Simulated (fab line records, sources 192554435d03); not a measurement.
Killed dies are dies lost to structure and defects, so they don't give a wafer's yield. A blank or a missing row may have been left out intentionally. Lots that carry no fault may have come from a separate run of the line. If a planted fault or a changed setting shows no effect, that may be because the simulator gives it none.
Chamber matching	flow n5-finfet	4 sister chambers for N5_BEOL_M8_ETCH_66 on rie-diel-02
The step etches SOC in N2/H2, target depth 80 nm, overetch 16 nm, time 120 s. 4 wafers are shown with their chamber, then 10 later ones without.

## EACH WAFER AND ITS CHAMBER
wafer	chamber	drypump-motor-current-A (A)
L091.4	2	5.7
L091.5	3	5.2
L086.2	0	6.6
L086.3	1	6.1

## WAFERS WITHOUT THEIR CHAMBER
wafer	drypump-motor-current-A (A)
L086.4	5.2
L090.2	6.5
L090.5	6.1
L090.6	5.7
L089.2	5.2
L089.4	6.5
L089.5	6.5
L096.1	5.7
L096.2	5.2
L096.6	5.2

## THE CHAMBER EACH PASSED THROUGH
wafer	from the rows above	in truth
L086.4	3	3
L090.2	0	0
L090.5	1	1
L090.6	2	2
L089.2	3	3
L089.4	0	0
L089.5	0	0
L096.1	2	2
L096.2	3	3
L096.6	3	3
10 of 10 placed correctly. Left unplaced by these rows: 0. 0 placed wrongly.
How it was worked out, from the rows above alone: a wafer's distance from a chamber is the root of the sum, over the readings, of the square of ((its reading less the chamber's mean) divided by the reading's scatter). If the next closest chamber is less than 2 further off than the closest, the wafer can't be placed; otherwise it belongs to the closest. Each chamber's mean is taken over the wafers shown for it. The scatter (one wafer shown for each chamber): square how far every hidden wafer sits from the nearest shown wafer, average those squares and take the square root.
